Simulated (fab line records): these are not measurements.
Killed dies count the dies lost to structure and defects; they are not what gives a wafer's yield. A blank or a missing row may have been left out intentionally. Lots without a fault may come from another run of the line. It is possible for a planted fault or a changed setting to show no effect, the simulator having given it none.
Code-filled problem report in 8D (eight disciplines) form    flow n5Finfet    the parts of the form that need people (team, actions taken, sign-off) are left out

1. PROBLEM STATEMENT
Mean of spinSpeedRpm at N5_HKMG_FIN_COAT_42: 1586.8 rpm across 6 wafers in 2 lots; on wafers with no fault it is 1499.8 rpm (standard deviation 1.1). Measured from the usual mean, that is +79 standard deviations.
The step: time 60 s, resist thk 35 nm.
The first sign was on wafer L277.1 at day 6 11:37, on lithoTrack-01. Wafers with a number at this step in the record: 12, from 4 lots. Rule for "out", or "out of limits": more than 4 standard deviations from the usual mean. All remaining wafers that have a number are taken as sound.

2. WHAT THIS IS AND IS NOT
question                     is                      is not
which readings at this step  spinSpeedRpm            -
which lots                   L277, L279              L282, L286
which wafers of those lots   all that have a number  -
read on which tools          lithoTrack-01           lithoTrack-02, lithoTrack-05
when                         from day 6 11:37        up to then (0 sound wafers); but 6 sound wafers of L282, L286 came after

3. THE SUSPECTS, EACH WITH WHAT RULES IT OUT
Counting: a tool at any process step up to the reading remains a suspect when it ran all the lots that are out and ran no sound lot after the first of those.
- lithoTrack-01 at N5_HKMG_FIN_COAT_42 (time 60 s, resist thk 35 nm): kept. It ran every lot that is out, first L277 (day 6 11:37), and no sound lot after that. Its own spinSpeedRpm readings are out on those wafers.
The count leaves lithoTrack-01 at N5_HKMG_FIN_COAT_42.

4. THE CAUSE (what the simulator had put in)
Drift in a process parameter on lithoTrack-01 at N5_HKMG_FIN_COAT_42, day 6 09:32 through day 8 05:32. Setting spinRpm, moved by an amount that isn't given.
The count eliminated every tool but this one.

5. THE EFFECT CHAIN, in route order
Each row: a reading whose mean over the struck wafers that have a number lies more than 3 standard deviations from the usual. Scope: only readings with a usual standard deviation given in the record; hours: median across lots of the time from each lot's start at the first step in this table that gives one to its start at this step; sigmas: change in usual standard deviations.
hours  step                 reading       usual       on struck wafers  change  sigmas
0      N5_HKMG_FIN_COAT_42  spinSpeedRpm  1499.8 rpm  1586.8            +87.0   +79
It contains these process steps:
- N5_HKMG_FIN_COAT_42: time 60 s, resist thk 35 nm.
Later measuring or inspecting steps at which every struck wafer that the step has a row for has a number for every such reading, and none has moved that far: N5_BEOL_M4_RC_MEAS_101.

6. WHAT WOULD HAVE CAUGHT IT SOONER
The fault began at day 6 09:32; the first out-of-limits reading in this record came at day 6 11:37, 2 hours later.
